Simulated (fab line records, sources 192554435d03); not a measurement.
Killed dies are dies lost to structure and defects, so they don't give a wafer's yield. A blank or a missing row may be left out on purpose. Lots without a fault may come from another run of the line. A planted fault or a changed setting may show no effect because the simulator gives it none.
Which tool did it? | flow n5_finfet | 9 lots, 27 wafers sampled, at 5 steps of a route of 1938

WHAT THE GAUGES READ, wafer by wafer
N5_BEOL_M4_RC_MEAS_101.
lot  | measured     | on        | DIBL_N (mV/V)  | DIBL_P (mV/V)  | IOFF_N (nA/um)    | IOFF_P (nA/um) | ION_N (uA/um) | ION_P (uA/um) | SS_N (mV/dec)  | SS_P (mV/dec)  | VT_N (mV)         | VT_P (mV)
L638 | day 7 23:47  | prober-02 | 34.1 34.6 33.9 | 33.9 33.9 33.5 | 0.133 0.134 0.132 | 0.19 0.19 0.19 | 656 662 662   | 460 461 458   | 71.0 71.0 71.2 | 72.6 72.5 71.9 | 250.9 250.6 251.0 | -253 -251 -251
L639 | day 8 03:09  | prober-01 | 37.2 38.6 37.5 | 36.9 38.1 36.5 | 0.157 0.177 0.162 | 0.24 0.26 0.23 | 676 668 657   | 464 462 459   | 71.4 71.9 71.5 | 73.3 73.2 73.3 | 248.2 253.6 249.9 | -248 -247 -248
L640 | day 8 08:09  | prober-02 | 39.1 37.0 38.7 | 37.5 35.0 37.1 | 0.180 0.145 0.173 | 0.20 0.17 0.19 | 663 666 667   | 450 451 459   | 72.1 71.4 71.7 | 74.1 73.2 73.4 | 247.2 251.9 249.3 | -253 -254 -253
L642 | day 8 09:25  | prober-01 | 37.4 35.8 36.6 | 38.2 36.6 37.7 | 0.182 0.152 0.165 | 0.22 0.19 0.20 | 675 682 667   | 460 459 455   | 72.1 71.3 71.5 | 73.6 73.2 73.8 | 249.3 250.6 246.8 | -251 -253 -253
L641 | day 8 18:55  | prober-02 | 37.5 35.3 36.6 | 37.0 35.4 36.1 | 0.171 0.139 0.158 | 0.19 0.17 0.17 | 671 667 682   | 453 457 453   | 71.6 71.5 71.3 | 73.5 72.9 73.1 | 251.9 252.9 249.6 | -253 -256 -255
L649 | day 11 22:44 | prober-01 | 38.0 37.0 37.2 | 35.9 35.4 35.6 | 0.161 0.153 0.164 | 0.21 0.20 0.21 | 670 677 663   | 460 460 459   | 72.0 70.9 71.4 | 73.3 72.7 73.5 | 250.8 248.7 251.8 | -250 -251 -250
L655 | day 12 21:00 | prober-02 | 35.7 35.2 36.8 | 34.0 35.1 36.5 | 0.140 0.140 0.166 | 0.22 0.23 0.26 | 665 661 679   | 466 467 473   | 71.0 71.2 71.3 | 72.2 72.9 73.4 | 254.9 252.9 251.1 | -248 -247 -244
L656 | day 12 23:16 | prober-01 | 35.4 38.2 38.8 | 35.9 39.0 39.3 | 0.148 0.212 0.219 | 0.21 0.28 0.29 | 682 695 686   | 465 480 467   | 70.6 71.5 71.9 | 73.6 73.9 73.8 | 249.6 244.6 246.8 | -249 -244 -241
L661 | day 14 10:36 | prober-02 | 36.9 37.7 37.4 | 35.3 36.1 35.3 | 0.148 0.170 0.148 | 0.20 0.21 0.19 | 680 679 672   | 458 459 461   | 70.7 72.0 71.9 | 72.9 73.4 72.2 | 251.6 249.5 249.1 | -250 -251 -251

WHICH TOOL RAN EACH LOT (tool, then ch and the chambers of the sampled wafers, then the start)
lot  | N5_BEOL_M4_ALD_98                 | N5_BEOL_M4_VIA_ETCH_34             | N5_BEOL_M4_CVD_47                | N5_BEOL_M4_ANNEAL_82
L638 | ald_sin-03 ch 0,1,2, day 7 15:26  | rie_diel-06 ch 0,2,3, day 7 19:08  | cvd_co-01 ch 1,2, day 7 20:21    | pvd_sputter-03, day 7 21:06
L639 | ald_sin-01 ch 1,2, day 7 22:19    | rie_diel-06 ch 0,2,3, day 7 22:36  | cvd_co-02 ch 0,2, day 7 23:53    | pvd_sputter-03, day 8 00:40
L640 | ald_sin-03 ch 0,2, day 8 03:43    | rie_diel-01 ch 0,3, day 8 04:04    | cvd_co-01 ch 0,1, day 8 05:02    | pvd_sputter-02, day 8 05:47
L642 | ald_sin-02 ch 0,2,3, day 8 04:25  | rie_diel-06 ch 2,3, day 8 04:44    | cvd_co-01 ch 1,2, day 8 06:11    | pvd_sputter-03, day 8 07:00
L641 | ald_sin-01 ch 0,1,3, day 8 06:51  | rie_diel-02 ch 1,3, day 8 13:03    | cvd_co-01 ch 1,2, day 8 14:16    | pvd_sputter-02, day 8 16:34
L649 | ald_sin-02 ch 0,2, day 11 12:32   | rie_diel-01 ch 0,1,3, day 11 17:38 | cvd_co-01 ch 0,2, day 11 18:59   | pvd_sputter-01, day 11 20:09
L655 | ald_sin-01 ch 0,1,2, day 12 10:54 | rie_diel-06 ch 0,2,3, day 12 15:21 | cvd_co-02 ch 0,1,2, day 12 16:50 | pvd_sputter-02, day 12 18:38
L656 | ald_sin-01 ch 2,3, day 12 11:13   | rie_diel-01 ch 0,2,3, day 12 18:03 | cvd_co-02 ch 0,1,2, day 12 19:37 | pvd_sputter-01, day 12 20:16
L661 | ald_sin-03 ch 0,3, day 13 22:53   | rie_diel-01 ch 0,1,3, day 14 06:20 | cvd_co-02 ch 0,1, day 14 07:28   | pvd_sputter-01, day 14 08:13
- N5_BEOL_M4_ALD_98: deposits SiO2, target thk 2.5 nm, pulse time 1 s, co reactant pulse time 1 s.
- N5_BEOL_M4_VIA_ETCH_34: etches the open film in C4F6/O2, target depth 69.4 nm, time 65.9 s.
- N5_BEOL_M4_CVD_47: deposits Co from CCTBA/H2, target thk 3 nm, time 223.8 s.
- N5_BEOL_M4_ANNEAL_82: time 240 s.

WHAT THE TOOLS THEMSELVES READ (means of the sampled wafers that have a number; where no wafer has one, the mark that the record gives instead)
N5_BEOL_M4_ALD_98.
lot  | tool       | heater_power_w (W) | precursor_pulse_height_rel
L638 | ald_sin-03 | 78                 | 1.000
L639 | ald_sin-01 | 75                 | 0.987
L640 | ald_sin-03 | 78                 | 1.005
L642 | ald_sin-02 | 84                 | 1.013
L641 | ald_sin-01 | 76                 | 0.999
L649 | ald_sin-02 | 81                 | 1.008
L655 | ald_sin-01 | 70                 | 0.999
L656 | ald_sin-01 | 79                 | 0.995
L661 | ald_sin-03 | 80                 | 0.986

N5_BEOL_M4_VIA_ETCH_34.
lot  | tool        | O2_flow_sccm (sccm) | drypump_motor_current_A (A) | oes_ar_750_au (a.u.) | oes_f_703_au (a.u.) | oes_product_au (a.u.) | rf_vpp_V (V) | showerhead_plenum_p_Torr (Torr) | throttle_valve_pct (%)
L638 | rie_diel-06 | 10.011              | 5.9                         | 0.81                 | 0.80                | 0.81                  | 668          | 2.87                            | 30.80
L639 | rie_diel-06 | 9.989               | 5.9                         | 0.81                 | 0.81                | 0.81                  | 669          | 2.87                            | 30.79
L640 | rie_diel-01 | 9.999               | 5.4                         | 0.86                 | 0.86                | 0.86                  | 664          | 2.84                            | 30.75
L642 | rie_diel-06 | 9.978               | 6.0                         | 0.77                 | 0.76                | 0.77                  | 668          | 2.82                            | 30.91
L641 | rie_diel-02 | 9.977               | 5.5                         | 0.78                 | 0.79                | 0.78                  | 665          | 2.93                            | 30.81
L649 | rie_diel-01 | 10.019              | 5.3                         | 0.88                 | 0.88                | 0.88                  | 666          | 2.88                            | 30.73
L655 | rie_diel-06 | 10.004              | 6.0                         | 0.77                 | 0.76                | 0.78                  | 668          | 2.85                            | 30.83
L656 | rie_diel-01 | 10.027              | 5.2                         | 0.84                 | 0.84                | 0.84                  | 665          | 2.84                            | 30.76
L661 | rie_diel-01 | 10.002              | 5.3                         | 0.84                 | 0.83                | 0.83                  | 665          | 2.87                            | 30.75

N5_BEOL_M4_CVD_47.
lot  | tool      | run_length_s (s)
L638 | cvd_co-01 | 247.1
L639 | cvd_co-02 | 247.4
L640 | cvd_co-01 | 246.9
L642 | cvd_co-01 | 247.2
L641 | cvd_co-01 | 247.2
L649 | cvd_co-01 | 279.7
L655 | cvd_co-02 | 246.6
L656 | cvd_co-02 | 246.6
L661 | cvd_co-02 | 247.4

N5_BEOL_M4_ANNEAL_82.
lot  | tool           | heater_power_w (W)
L638 | pvd_sputter-03 | 811
L639 | pvd_sputter-03 | 792
L640 | pvd_sputter-02 | 909
L642 | pvd_sputter-03 | 805
L641 | pvd_sputter-02 | 917
L649 | pvd_sputter-01 | 767
L655 | pvd_sputter-02 | 875
L656 | pvd_sputter-01 | 817
L661 | pvd_sputter-01 | 816

THE ANSWER, worked out from the rows above alone
Rule: what is usual is taken from the lots themselves. Put in order of their means at a reading, lots are off if they are a third of the lots or fewer, leave a main group of 4 or more, and stand apart from it by a gap of 3 or more times the standard deviation of the main group's means; of several such gaps the widest counts. A main group whose means are all the same, to the digits that the tables above print for the reading, isn't used. A lot without any number at a reading at which 4 lots or more have one is off too. The other lots that the step has rows for count as sound. The gauges are gone through in route order, then the tools' own readings, and for those a lot's mean is taken as printed above. The first step at which some lot is off is used, and at that step the reading that is off furthest; a lot without a number counts as furthest.
Off: L649, at N5_BEOL_M4_CVD_47 (run_length_s). The main group: mean 247.1 s, standard deviation 0.3.
A tool fits if, at that step or a process step before it, it ran every lot that is off, and no sound lot after the first of them. Can't be told from this: 2 tools fit, ald_sin-02 at N5_BEOL_M4_ALD_98, cvd_co-01 at N5_BEOL_M4_CVD_47.

WHAT THE SIMULATOR HAD PUT IN
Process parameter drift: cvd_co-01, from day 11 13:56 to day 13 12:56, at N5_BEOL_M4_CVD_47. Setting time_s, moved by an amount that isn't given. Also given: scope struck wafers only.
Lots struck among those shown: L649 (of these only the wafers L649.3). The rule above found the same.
